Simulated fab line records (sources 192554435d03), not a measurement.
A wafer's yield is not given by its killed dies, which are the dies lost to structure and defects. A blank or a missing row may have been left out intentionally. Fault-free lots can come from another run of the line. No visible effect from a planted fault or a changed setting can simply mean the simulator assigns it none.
fab line records	flow n5_finfet	part 1 of 2: steps 1 to 4 of 6
record: lots: 21	wafers: 63	last_day: 18
route steps=1938 shown BEOL_M6@1261 BEOL_M7@1279
lots that met no fault: taken from a fault-free run of the same line
start_h: the number of hours between the record's first day and the start of the first shown wafer of the lot	wait_h: hours from the lot's prior step to this one	" the same as in the row above	L1.1+2: one row covering several wafers at once	- no value present, or no start provided	* or withheld: withheld	< > ~ a bound
route shown NAME@n: NAME is a module with steps in the file, n the number in the route of the first one	usual: mean/standard deviation taken from wafers without a fault	same: alike in all rows	chamber/n: place in a boat	sites: the reading at each site	_std_site: the values' standard deviation	_edge_site: the outer-site mean with the inner-site mean subtracted	radius_mm: how far each site lies from the wafer's centre	mask NAME#n: copy n	behind: the most recent tool/chamber to have shaped the wafer	hold: cause of the lot's hold/its duration in hours/its outcome	device: the n, p or np transistor that did not switch	end of line: tests of these same wafers at the route's end	a step with no rows: only its recipe	killed: the dies lost at the first sort to structure and to defects; this is not the yield of the wafer	map: shows each die of a wafer: x if killed, . if not, _ if none is there
set.NAME: the setting that was run; set.NAME@STEP: the one run at that earlier step	model.NAME: the simulator's own value behind a step, which no gauge read
one table for each step of the route and one row for each wafer, over a sample of lots
services: from which hour (start_h, from the record's first day; less than 0 if before it) a tool's chamber was out of use, for how many hours, and why
== steps ==
step: N5_BEOL_M6_RS_MEAS_57
recipe: thk_meas_gauge: four-point-probe	reads: Cu_of_BEOL_M6_ECD_50+Co_of_BEOL_M6_CVD_78+TaN_of_BEOL_M6_ALD_77
usual: M6_RS: 0.286/0.0063
lot.wafer	tool	chamber	start_h	wait_h	M6_RS[ohm/sq]
L074.3	film_metro-01	-	195.36	0.1	0.289
L074.4	"	-	"	"	0.287
L074.6	"	-	"	"	0.287
L075.2	film_metro-01	-	197.80	0.1	0.286
L075.4	"	-	"	"	0.288
L075.5	"	-	"	"	0.280
L076.1	film_metro-01	-	201.90	0.1	0.282
L076.4	"	-	"	"	0.283
L076.6	"	-	"	"	0.277
L078.1	film_metro-02	-	204.00	0.1	0.288
L078.4	"	-	"	"	0.286
L078.6	"	-	"	"	0.277
L077.1	film_metro-01	-	208.72	0.1	0.289
L077.3	"	-	"	"	0.292
L077.4	"	-	"	"	0.296
L079.1	film_metro-02	-	225.18	0.1	0.294
L079.5	"	-	"	"	0.298
L079.6	"	-	"	"	0.289
L081.2	film_metro-01	-	243.97	0.1	0.287
L081.3	"	-	"	"	0.293
L081.4	"	-	"	"	0.285
L083.2	film_metro-01	-	267.90	0.1	0.277
L083.5	"	-	"	"	0.281
L083.6	"	-	"	"	0.289
L087.3	film_metro-02	-	267.91	0.1	0.284
L087.4	"	-	"	"	0.298
L087.6	"	-	"	"	0.275
L084.3	film_metro-02	-	268.17	0.1	0.288
L084.5	"	-	"	"	0.285
L084.6	"	-	"	"	0.283
L082.4	film_metro-02	-	271.74	0.0	0.287
L082.5	"	-	"	"	0.291
L082.6	"	-	"	"	0.295
L086.4	film_metro-01	-	272.30	0.1	0.292
L086.5	"	-	"	"	0.292
L086.6	"	-	"	"	0.289
L085.2	film_metro-02	-	284.92	0.1	0.294
L085.3	"	-	"	"	0.285
L085.6	"	-	"	"	0.291
L088.1	film_metro-01	-	288.27	0.1	0.288
L088.2	"	-	"	"	0.275
L088.4	"	-	"	"	0.276
L089.1	film_metro-01	-	303.55	0.1	0.285
L089.4	"	-	"	"	0.279
L089.6	"	-	"	"	0.287
L090.1	film_metro-01	-	305.90	0.1	0.289
L090.3	"	-	"	"	0.288
L090.6	"	-	"	"	0.286
L092.4	film_metro-02	-	315.19	0.0	0.287
L092.5	"	-	"	"	0.278
L092.6	"	-	"	"	0.296
L093.1	film_metro-02	-	316.62	0.1	0.288
L093.2	"	-	"	"	0.291
L093.4	"	-	"	"	0.289
L095.2	film_metro-02	-	323.84	0.1	0.294
L095.4	"	-	"	"	0.287
L095.6	"	-	"	"	0.287
L096.1	film_metro-01	-	325.77	0.1	0.284
L096.2	"	-	"	"	0.270
L096.3	"	-	"	"	0.283
L097.1	film_metro-01	-	345.37	0.1	0.283
L097.2	"	-	"	"	0.290
L097.5	"	-	"	"	0.288
step: N5_BEOL_M7_DESCUM_16
recipe: chemistry: O2	time_s: 7.9	source_power_w: 50	bias_power_w: 20	pressure_mtorr: 20	rf_frequency_hz: 2.712e+07	temp_c: 40	resist: CAR-ArF	o2_flow_sccm: 225
usual: drypump_motor_current_A: 5.5/0.39	oes_product_au: 0.78/0.075	rf_vpp_V: 243.1/1.4	showerhead_plenum_p_Torr: 2.09/0.061	throttle_valve_pct: 20.42/0.16
lot.wafer	tool	chamber	start_h	wait_h	drypump_motor_current_A	oes_product_au	rf_hours_counter_h	rf_vpp_V	showerhead_plenum_p_Torr	throttle_valve_pct
L074.3	rie_diel-05	3	198.02	0.1	5.8	0.75	148	242.9	2.10	20.50
L074.4	"	1	"	"	5.8	0.73	171	242.3	2.00	20.28
L074.6	"	2	"	"	6.1	0.77	-	243.6	2.10	20.35
L075.2	rie_diel-03	1	200.19	0.2	5.2	0.71	211	245.1	2.16	20.54
L075.4	"	0	"	"	5.6	0.75	182	243.1	2.08	20.28
L075.5	"	2	"	"	5.4	0.93	-	242.1	2.05	20.34
L076.1	rie_diel-03	3	205.11	0.4	6.2	0.82	78	241.0	2.03	20.34
L076.4	"	2	"	"	5.4	0.92	21	243.4	2.05	20.34
L076.6	"	3	"	"	6.2	0.82	-	241.5	2.02	20.37
L078.1	rie_diel-04	2	207.20	0.0	5.3	0.92	22	242.0	2.04	20.04
L078.4	"	3	"	"	5.2	0.72	173	244.8	2.17	20.64
L078.6	"	0	"	"	5.6	0.75	-	243.8	2.08	20.45
L077.1	rie_diel-03	2	211.35	0.0	5.4	0.92	23	241.4	2.05	20.37
L077.3	"	1	"	"	5.3	0.70	214	244.9	2.15	20.54
L077.4	"	0	"	"	5.6	0.74	186	242.7	2.08	20.28
L079.1	rie_diel-03	1	228.17	0.2	5.3	0.70	220	244.7	2.15	20.54
L079.5	"	0	"	"	5.6	0.74	-	243.4	2.08	20.26
L079.6	"	3	"	"	6.2	0.81	-	241.7	2.02	20.38
L081.2	rie_diel-04	0	246.90	0.3	5.6	0.73	188	244.3	2.08	20.50
L081.3	"	1	"	"	4.9	0.83	76	245.5	2.20	20.47
L081.4	"	3	"	"	5.3	0.71	187	243.3	2.17	20.64
L083.2	rie_diel-04	0	270.01	0.0	5.7	0.73	194	241.2	2.08	20.51
L083.5	"	1	"	"	4.9	0.83	-	244.0	2.20	20.47
L083.6	"	2	"	"	5.3	0.88	-	242.1	2.04	20.10
L084.3	rie_diel-03	0	270.13	0.1	5.6	0.72	206	241.9	2.07	20.30
L084.5	"	1	"	"	5.3	0.70	-	242.3	2.15	20.56
L084.6	"	2	"	"	5.4	0.89	-	242.6	2.05	20.40
L087.3	rie_diel-03	2	270.38	0.0	5.4	0.88	44	243.3	2.05	20.41
L087.4	"	1	"	"	5.2	0.69	235	244.0	2.15	20.56
L087.6	"	0	"	"	5.6	0.73	-	241.7	2.07	20.29
L082.4	rie_diel-04	3	274.21	0.0	5.3	0.70	194	245.7	2.17	20.69
L082.5	"	3	"	"	5.3	0.70	-	243.2	2.17	20.67
L082.6	"	2	"	"	5.3	0.89	-	241.6	2.04	20.11
L086.4	rie_diel-04	3	274.50	0.1	5.2	0.70	194	243.9	2.17	20.67
L086.5	"	2	"	"	5.3	0.88	-	242.1	2.04	20.08
L086.6	"	3	"	"	5.2	0.71	-	244.1	2.17	20.66
L085.2	rie_diel-03	0	286.92	0.0	5.6	0.72	210	242.2	2.07	20.30
L085.3	"	3	"	"	6.2	0.78	100	240.7	2.02	20.40
L085.6	"	1	"	"	5.2	0.69	-	243.1	2.15	20.56
L088.1	rie_diel-03	2	290.68	0.0	5.4	0.88	48	242.0	2.04	20.39
L088.2	"	0	"	"	5.6	0.73	212	243.7	2.07	20.32
L088.4	"	3	"	"	6.2	0.80	101	243.0	2.02	20.40
L089.1	rie_diel-03	0	306.11	0.0	5.6	0.71	215	243.7	2.07	20.31
L089.4	"	1	"	"	5.3	0.67	244	243.6	2.14	20.56
L089.6	"	1	"	"	5.3	0.68	-	243.8	2.14	20.57
L090.1	rie_diel-03	2	309.65	0.0	5.4	0.87	53	241.2	2.04	20.40
L090.3	"	3	"	"	6.2	0.77	106	243.2	2.01	20.40
L090.6	"	0	"	"	5.6	0.72	-	243.7	2.07	20.33
L092.4	rie_diel-05	0	318.66	0.0	4.8	0.94	5	244.4	2.15	20.29
L092.5	"	0	"	"	4.8	0.95	-	244.7	2.15	20.29
L092.6	"	3	"	"	5.8	0.72	-	245.0	2.09	20.56
L093.1	rie_diel-03	1	318.75	0.0	5.2	0.69	248	243.6	2.14	20.58
L093.2	"	3	"	"	6.2	0.79	109	241.6	2.01	20.41
L093.4	"	2	"	"	5.4	0.88	56	242.3	2.04	20.41
L095.2	rie_diel-03	2	325.90	0.2	5.4	0.85	59	241.5	2.04	20.41
L095.4	"	3	"	"	6.2	0.78	-	241.5	2.01	20.41
L095.6	"	2	"	"	5.4	0.87	-	242.6	2.04	20.42
L096.1	rie_diel-04	2	329.22	0.0	5.3	0.85	59	241.3	2.03	20.12
L096.2	"	1	"	"	4.9	0.81	99	245.6	2.20	20.50
L096.3	"	3	"	"	5.3	0.70	208	245.3	2.16	20.70
L097.1	rie_diel-04	3	349.20	0.6	5.3	0.69	215	244.7	2.16	20.70
L097.2	"	1	"	"	4.9	0.81	104	246.1	2.19	20.52
L097.5	"	2	"	"	5.3	0.85	-	241.1	2.03	20.12
step: N5_BEOL_M7_ETCH_61
recipe: chemistry: CF4	target: SiARC	target_depth_a: 455	mask_material: CAR-ArF	time_s: 75.8	ion_energy_ev: 80	pressure_mtorr: 40	source_w: 545	bias_w: 36	Ar_flow_sccm: 100	cf4_flow_sccm: 100	ends: cleared
usual: drypump_motor_current_A: 5.5/0.39	etch_rf_on_time_s: 75.7/1.2	oes_product_au: 0.66/0.064	rf_vpp_V: 184.0/1.1	showerhead_plenum_p_Torr: 2.14/0.06	throttle_valve_pct: 15.62/0.16
lot.wafer	tool	chamber	start_h	wait_h	drypump_motor_current_A	etch_rf_on_time_s	oes_product_au	rf_hours_counter_h	rf_vpp_V	showerhead_plenum_p_Torr	throttle_valve_pct
L074.3	rie_diel-05	3	198.06	0.0	5.8	76.5	0.63	148	183.3	2.14	15.63
L074.4	"	1	"	"	5.8	77.1	0.62	171	182.8	2.06	15.51
L074.6	"	2	"	"	6.1	77.2	0.65	-	185.0	2.15	15.56
L075.2	rie_diel-03	1	200.22	0.0	5.3	74.5	0.61	211	185.0	2.21	15.78
L075.4	"	0	"	"	5.6	74.6	0.64	182	186.2	2.13	15.51
L075.5	"	2	"	"	5.4	74.6	0.78	-	185.2	2.11	15.46
L076.1	rie_diel-03	3	205.14	0.0	6.2	74.1	0.69	78	183.8	2.08	15.52
L076.4	"	2	"	"	5.4	74.5	0.80	21	184.3	2.10	15.50
L076.6	"	3	"	"	6.2	74.1	0.70	-	182.8	2.08	15.54
L078.1	rie_diel-04	2	207.23	0.0	5.3	75.2	0.79	23	182.9	2.11	15.29
L078.4	"	3	"	"	5.2	79.0	0.60	173	184.5	2.23	15.84
L078.6	"	0	"	"	5.6	77.0	0.63	-	183.5	2.13	15.64
L077.1	rie_diel-03	2	211.39	0.0	5.4	75.6	0.78	23	185.3	2.10	15.49
L077.3	"	1	"	"	5.2	75.8	0.61	214	184.1	2.21	15.78
L077.4	"	0	"	"	5.6	75.0	0.64	186	186.2	2.13	15.54
L079.1	rie_diel-03	1	228.20	0.0	5.2	75.3	0.60	220	184.5	2.21	15.80
L079.5	"	0	"	"	5.6	75.4	0.63	-	183.9	2.13	15.55
L079.6	"	3	"	"	6.2	73.7	0.68	-	183.0	2.08	15.53
L081.2	rie_diel-04	0	246.94	0.0	5.7	76.9	0.63	188	184.2	2.13	15.66
L081.3	"	1	"	"	4.9	75.1	0.72	76	183.9	2.26	15.64
L081.4	"	3	"	"	5.3	77.5	0.61	187	183.8	2.22	15.87
L083.2	rie_diel-04	0	270.04	0.0	5.7	76.1	0.62	194	182.9	2.13	15.67
L083.5	"	1	"	"	4.9	74.2	0.71	-	185.2	2.26	15.64
L083.6	"	2	"	"	5.3	74.8	0.76	-	182.4	2.10	15.35
L084.3	rie_diel-03	0	270.16	0.0	5.6	75.2	0.63	206	183.0	2.12	15.59
L084.5	"	1	"	"	5.3	75.6	0.59	-	184.6	2.20	15.82
L084.6	"	2	"	"	5.4	75.8	0.75	-	183.9	2.10	15.52
L087.3	rie_diel-03	2	270.42	0.0	5.4	76.0	0.74	44	182.6	2.10	15.53
L087.4	"	1	"	"	5.3	76.3	0.59	235	184.1	2.20	15.82
L087.6	"	0	"	"	5.6	76.0	0.62	-	184.7	2.13	15.59
L082.4	rie_diel-04	3	274.24	0.0	5.2	78.2	0.59	194	183.7	2.22	15.88
L082.5	"	3	"	"	5.2	77.8	0.60	-	184.8	2.22	15.87
L082.6	"	2	"	"	5.3	75.4	0.75	-	183.7	2.10	15.32
L086.4	rie_diel-04	3	274.54	0.0	5.2	79.7	0.59	194	186.2	2.22	15.88
L086.5	"	2	"	"	5.3	76.4	0.75	-	183.3	2.10	15.35
L086.6	"	3	"	"	5.2	78.8	0.60	-	185.6	2.22	15.89
L085.2	rie_diel-03	0	286.96	0.0	5.6	76.0	0.63	210	183.5	2.12	15.58
L085.3	"	3	"	"	6.2	74.8	0.67	100	184.4	2.07	15.59
L085.6	"	1	"	"	5.3	75.6	0.59	-	184.8	2.20	15.83
L088.1	rie_diel-03	2	290.72	0.0	5.4	75.1	0.75	48	183.9	2.10	15.53
L088.2	"	0	"	"	5.6	75.8	0.61	212	183.9	2.12	15.59
L088.4	"	3	"	"	6.2	74.5	0.67	101	184.5	2.07	15.57
L089.1	rie_diel-03	0	306.15	0.0	5.6	75.7	0.62	215	184.6	2.12	15.59
L089.4	"	1	"	"	5.3	75.9	0.58	244	183.5	2.20	15.84
L089.6	"	1	"	"	5.3	75.4	0.59	-	185.8	2.20	15.85
L090.1	rie_diel-03	2	309.69	0.0	5.4	76.3	0.73	53	182.8	2.09	15.55
L090.3	"	3	"	"	6.2	74.9	0.67	106	183.3	2.07	15.59
L090.6	"	0	"	"	5.6	76.6	0.61	-	182.9	2.12	15.59
L092.4	rie_diel-05	0	318.70	0.0	4.8	75.9	0.81	5	184.2	2.19	15.33
L092.5	"	0	"	"	4.8	76.1	0.81	-	184.7	2.19	15.33
L092.6	"	3	"	"	5.8	77.7	0.60	-	185.4	2.13	15.71
L093.1	rie_diel-03	1	318.78	0.0	5.3	75.9	0.58	248	185.2	2.20	15.85
L093.2	"	3	"	"	6.2	75.0	0.67	109	183.9	2.07	15.60
L093.4	"	2	"	"	5.4	75.4	0.73	56	181.5	2.09	15.54
L095.2	rie_diel-03	2	325.94	0.0	5.4	75.4	0.74	59	182.2	2.09	15.54
L095.4	"	3	"	"	6.2	74.6	0.66	-	184.1	2.07	15.61
L095.6	"	2	"	"	5.4	75.9	0.73	-	184.5	2.09	15.55
L096.1	rie_diel-04	2	329.26	0.0	5.3	75.3	0.74	59	182.8	2.10	15.37
L096.2	"	1	"	"	4.9	73.7	0.71	99	186.6	2.25	15.69
L096.3	"	3	"	"	5.2	77.2	0.59	209	184.4	2.21	15.92
L097.1	rie_diel-04	3	349.24	0.0	5.2	77.7	0.58	215	185.1	2.21	15.93
L097.2	"	1	"	"	4.9	75.1	0.70	104	184.2	2.25	15.70
L097.5	"	2	"	"	5.3	75.5	0.73	-	184.3	2.10	15.37
step: N5_BEOL_M7_ETCH_66
recipe: chemistry: N2/H2	target: SOC	target_depth_a: 800	overetch_a: 160	mask_material: SiARC	temp_c: 40	time_s: 120	ion_energy_ev: 200	pressure_mtorr: 30	source_w: 840	bias_w: 150	n2_flow_sccm: 200	h2_flow_sccm: 200
usual: drypump_motor_current_A: 5.5/0.46	oes_product_au: 0.59/0.056	rf_vpp_V: 523.6/2.2	showerhead_plenum_p_Torr: 2.54/0.074	throttle_valve_pct: 17.83/0.16
lot.wafer	tool	chamber	start_h	wait_h	drypump_motor_current_A	oes_product_au	rf_hours_counter_h	rf_vpp_V	showerhead_plenum_p_Torr	throttle_valve_pct
L074.3	rie_diel-05	1	199.87	0.0	5.8	0.56	171	519.8	2.43	17.67
L074.4	"	2	"	"	6.1	0.58	145	524.9	2.55	17.72
L074.6	"	3	"	"	5.8	0.56	-	524.7	2.54	17.86
L075.2	rie_diel-04	1	201.28	0.0	4.9	0.65	59	528.6	2.69	17.91
L075.4	"	0	"	"	5.6	0.57	174	523.5	2.54	18.03
L075.5	"	1	"	"	4.9	0.65	-	526.1	2.69	17.91
L076.1	rie_diel-03	1	206.44	0.0	5.3	0.54	213	525.5	2.61	17.89
L076.4	"	2	"	"	5.4	0.70	22	523.6	2.49	17.74
L076.6	"	1	"	"	5.3	0.54	-	524.6	2.62	17.91
L078.1	rie_diel-03	1	208.29	0.0	5.3	0.54	214	524.8	2.61	17.91
L078.4	"	0	"	"	5.6	0.57	185	522.5	2.53	17.60
L078.6	"	0	"	"	5.6	0.57	-	523.5	2.53	17.61
L077.1	rie_diel-05	0	215.01	0.0	4.7	0.53	230	525.9	2.62	18.07
L077.3	"	1	"	"	5.8	0.56	176	520.9	2.43	17.68
L077.4	"	3	"	"	5.9	0.56	153	524.3	2.54	17.85
L079.1	rie_diel-05	0	230.98	0.0	4.8	0.54	236	525.3	2.62	18.06
L079.5	"	0	"	"	4.8	0.54	-	526.6	2.62	18.07
L079.6	"	1	"	"	5.8	0.56	-	522.2	2.43	17.68
L081.2	rie_diel-04	1	248.70	0.0	4.9	0.64	76	527.2	2.68	17.94
L081.3	"	0	"	"	5.6	0.57	188	525.1	2.53	18.05
L081.4	"	3	"	"	5.2	0.55	187	525.9	2.63	18.12
L087.3	rie_diel-04	3	272.43	0.0	5.2	0.55	194	525.5	2.63	18.11
L087.4	"	1	"	"	4.9	0.63	83	527.7	2.68	17.96
L087.6	"	0	"	"	5.6	0.56	-	522.9	2.53	18.05
L084.3	rie_diel-05	0	272.48	0.0	4.8	0.52	248	527.3	2.61	18.08
L084.5	"	1	"	"	5.8	0.55	-	520.5	2.42	17.72
L084.6	"	0	"	"	4.8	0.52	-	527.3	2.61	18.10
L083.2	rie_diel-03	0	272.64	0.0	5.6	0.56	207	523.1	2.52	17.64
L083.5	"	1	"	"	5.3	0.53	-	525.9	2.61	17.94
L083.6	"	2	"	"	5.4	0.67	-	522.5	2.48	17.76
L082.4	rie_diel-03	3	278.28	0.0	6.2	0.60	98	521.4	2.46	17.74
L082.5	"	3	"	"	6.2	0.59	-	520.0	2.46	17.74
L082.6	"	2	"	"	5.4	0.66	-	521.1	2.48	17.78
L086.4	rie_diel-05	0	278.67	0.0	4.8	0.53	250	526.1	2.61	18.10
L086.5	"	0	"	"	4.8	0.52	-	524.4	2.61	18.09
L086.6	"	3	"	"	5.8	0.56	-	522.8	2.53	17.89
L085.2	rie_diel-03	1	288.21	0.0	5.3	0.53	239	525.6	2.60	17.94
L085.3	"	2	"	"	5.4	0.67	47	522.1	2.48	17.79
L085.6	"	2	"	"	5.4	0.66	-	521.2	2.48	17.77
L088.1	rie_diel-05	1	293.46	0.0	5.8	0.54	200	520.8	2.42	17.71
L088.2	"	2	"	"	6.1	0.57	173	523.5	2.53	17.77
L088.4	"	3	"	"	5.8	0.55	-	522.7	2.53	17.88
L089.1	rie_diel-04	2	311.04	0.0	5.3	0.66	54	521.7	2.47	17.54
L089.4	"	1	"	"	4.9	0.63	92	527.3	2.67	17.96
L089.6	"	3	"	"	5.2	0.54	-	526.9	2.62	18.14
L090.1	rie_diel-05	1	311.50	0.0	5.8	0.54	205	520.7	2.42	17.74
L090.3	"	0	"	"	4.8	0.73	3	525.5	2.61	17.70
L090.6	"	2	"	"	6.1	0.57	-	522.9	2.53	17.78
L092.4	rie_diel-05	3	321.52	0.0	5.8	0.54	185	524.0	2.53	17.92
L092.5	"	1	"	"	5.8	0.54	-	519.8	2.42	17.73
L092.6	"	2	"	"	6.1	0.57	-	522.9	2.53	17.80
L093.1	rie_diel-05	2	321.94	0.0	6.1	0.57	180	524.0	2.53	17.78
L093.2	"	3	"	"	5.8	0.55	185	523.7	2.53	17.93
L093.4	"	0	"	"	4.7	0.72	6	525.9	2.61	17.70
L095.2	rie_diel-05	3	327.94	0.0	5.8	0.55	187	522.7	2.53	17.91
L095.4	"	0	"	"	4.8	0.73	8	524.3	2.61	17.71
L095.6	"	1	"	"	5.8	0.54	-	520.1	2.42	17.75
L096.1	rie_diel-05	1	331.89	0.0	5.8	0.54	210	520.9	2.42	17.73
L096.2	"	3	"	"	5.8	0.55	188	521.7	2.53	17.92
L096.3	"	0	"	"	4.7	0.71	8	524.4	2.61	17.71
L097.1	rie_diel-05	3	353.67	0.0	5.8	0.54	194	523.2	2.52	17.93
L097.2	"	0	"	"	4.8	0.70	15	525.0	2.60	17.73
L097.5	"	1	"	"	5.8	0.54	-	518.2	2.41	17.76
